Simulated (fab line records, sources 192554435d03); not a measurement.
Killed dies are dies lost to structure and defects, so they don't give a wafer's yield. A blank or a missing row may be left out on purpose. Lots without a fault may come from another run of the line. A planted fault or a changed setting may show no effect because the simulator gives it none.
Chamber matching | flow n5_finfet | N5_BEOL_M6_ETCH_66 on rie_diel-04: 4 sister chambers
The step etches SOC in N2/H2, target depth 80 nm, overetch 16 nm, time 120 s. 4 wafers are shown with their chamber, then 8 later ones without.

WAFERS WITH THEIR CHAMBER
wafer  | chamber | showerhead_plenum_p_Torr (Torr)
L087.1 | 1       | 2.72
L087.2 | 2       | 2.57
L087.4 | 3       | 2.61
L089.1 | 0       | 2.58

WAFERS WITHOUT THEIR CHAMBER
wafer  | showerhead_plenum_p_Torr (Torr)
L089.4 | 2.72
L089.6 | 2.72
L091.2 | 2.58
L091.4 | 2.56
L091.6 | 2.60
L095.1 | 2.71
L095.2 | 2.56
L095.5 | 2.60

WHICH CHAMBER EACH WENT THROUGH
wafer  | from the rows above     | in truth
L089.4 | 1                       | 1
L089.6 | 1                       | 1
L091.2 | can't be placed: 0 or 2 | 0
L091.4 | can't be placed: 2 or 0 | 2
L091.6 | can't be placed: 3 or 0 | 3
L095.1 | 1                       | 1
L095.2 | can't be placed: 2 or 0 | 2
L095.5 | can't be placed: 3 or 0 | 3
Placed correctly: 3 of 8. Can't be placed from these rows: 5 (the true chamber is among the candidates in 5). Placed wrongly: 0.
How it was worked out, from the rows above alone: a wafer's distance from a chamber is the root of the sum, over the readings, of the square of ((its reading less the chamber's mean) divided by the reading's scatter). The wafer belongs to the nearest chamber; if the next one is less than 2 further off, it can't be placed. A chamber's mean is the mean of its shown wafers. The scatter: with one shown wafer a chamber, the root of the mean of the squares of how far each hidden wafer lies from its nearest shown one.
